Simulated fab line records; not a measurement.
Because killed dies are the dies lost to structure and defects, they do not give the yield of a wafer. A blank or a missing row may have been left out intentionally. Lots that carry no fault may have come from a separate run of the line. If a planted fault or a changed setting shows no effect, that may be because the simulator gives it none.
A struck lot beside a sound one + flow n5_finfet + 25 out of 1938 route steps
Sound: wafers L866.1, L866.2, L866.5. The struck wafers were L872.1, L872.5, L872.6. At the end, the cause is stated.
Per side, at each step with rows, come the tool, then ch with its chambers, and then its first start. Under that, the readings that differ: sound wafers + struck wafers + difference of the means + sigmas: that difference in standard deviations of wafers without a fault.
alike: same words and numbers on both sides, and readings whose means sit less than 2 such deviations apart. not compared: any withheld reading, any reading some wafer has no value for, any bound like >300 that may hide the same value, and any number with overlapping values for which the record gives no deviation.
Wherever a step has rows on one side only, a row that says differs or no value, or a row with sigmas, the two part there. Numbers that have no deviation but don't overlap get no sigmas and don't part them. A reading that every wafer of one side lacks parts them only if that side has two wafers or more.

first, 11 steps without rows for these wafers: N5_BEOL_M4_ETCH_74 (etches underlayer in N2/H2, target depth 6.5 nm, time 5.2 s); N5_BEOL_M4_ETCH_63 (etches SiARC in CF4, target depth 15.6 nm, time 26 s); N5_BEOL_M4_ETCH_64 (etches SOC in N2/H2, target depth 75 nm, overetch 22.5 nm, time 121.9 s); N5_BEOL_M4_STRIP_65 (strips in N2/H2); N5_BEOL_M4_STRIP_75 (strips in N2/H2); N5_BEOL_M4_STRIP_66 (strips in CF4); N5_BEOL_M4_HM_OPEN_17 (chemistry Cl2/BCl3, target TiN, target depth 20 nm, overetch 6 nm); N5_BEOL_M4_STRIP_19 (strips in O2); N5_BEOL_M4_COAT_67 (time 60 s, resist thk 60 nm); N5_BEOL_M4_COAT_68 (time 60 s, resist thk 12 nm); N5_BEOL_M4_COAT_76 (time 60 s, resist thk 5 nm).
N5_BEOL_M4_COAT_22: resist thk 30 nm.
  sound on litho_track-05 ch 0, day 7 12:26; struck on litho_track-05 ch 0, day 9 02:40
| reading                                      | sound                | struck               | difference | sigmas |
|----------------------------------------------|----------------------|----------------------|------------|--------|
| spin_speed_rpm (rpm)                         | 1498.5 1501.0 1500.6 | 1414.6 1413.9 1414.6 | -85.7      | -90    |
| model.CAR-EUV_of_BEOL_M4_COAT_22.thk_nm (nm) | 30 29.8 30           | 31 31 31             | +1         |        |
then, 9 steps without rows for these wafers: N5_BEOL_M4_EBR_24; N5_BEOL_M4_SOFTBAKE_23 (time 60 s); N5_BEOL_M4_EXPOSE_25 (exposes mask V3, defocus 5 nm); N5_BEOL_M4_PEB_26 (peb time 60 s); N5_BEOL_M4_DEVELOP_27 (develop time 30 s); N5_BEOL_M4_DESCUM_33 (chemistry O2, time 7 s); N5_BEOL_M4_ETCH_77 (etches underlayer in N2/H2, target depth 6.5 nm, time 5.2 s); N5_BEOL_M4_ETCH_69 (etches SiARC in CF4, target depth 15.6 nm, time 26 s); N5_BEOL_M4_ALD_98 (deposits SiO2, target thk 2.5 nm, pulse time 1 s, co reactant pulse time 1 s).
N5_BEOL_M4_ETCHBACK_99: etches SiO2 in CHF3, target depth 5 nm, time 10.4 s.
  sound on rie_diel-02 ch 0,3, day 7 17:23; struck on rie_diel-05 ch 0,2,3, day 9 05:55
| reading                                      | sound          | struck         | difference | sigmas |
|----------------------------------------------|----------------|----------------|------------|--------|
| model.CAR-EUV_of_BEOL_M4_COAT_22.thk_nm (nm) | 10.4 10.2 10.4 | 11.4 11.4 11.2 | +1.0       |        |
  alike: drypump_motor_current_A, oes_product_au, rf_vpp_V, showerhead_plenum_p_Torr, throttle_valve_pct
  not compared: rf_hours_counter_h
then, 1 step without rows for these wafers: N5_BEOL_M4_ETCH_70 (etches SOC in N2/H2, target depth 80 nm, overetch 24 nm, time 130 s).
N5_BEOL_M4_RC_MEAS_101:
  sound on prober-02 ch 0, day 7 22:13; struck on prober-02 ch 0, day 9 10:10
  alike: DIBL_N, DIBL_P, IOFF_N, IOFF_P, ION_N, ION_P, SS_N, SS_P, VT_N, VT_P
-- record jumps: 4 days separate the struck wafers' starts on either side; left off in module BEOL_M4, taken up again in module PASSIVATION, whose first shown step is the route's number 1936 --
N5_PASSIVATION_PROBE_49:
  sound on prober-02 at day 12 01:08; struck on prober-01 at day 13 10:43
  alike: defect_limited_yield, killed_at_M0_to_M3, killed_at_M4_up, killed_at_contacts, killed_at_front_end, killed_at_other, killed_dies, killed_open, killed_short, sort_bin_5_function, sort_bin_6_memory, sort_n_pass, sort_yield_pct

== WHERE THEY PART ==
Only at N5_BEOL_M4_COAT_22, as far as this record shows. Later steps at which nothing parts them and some readings are alike: N5_BEOL_M4_ETCHBACK_99, N5_BEOL_M4_RC_MEAS_101, N5_PASSIVATION_PROBE_49.

WHY: the cause the simulator had injected
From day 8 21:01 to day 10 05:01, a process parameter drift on litho_track-05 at N5_BEOL_M4_COAT_22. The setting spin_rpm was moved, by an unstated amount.
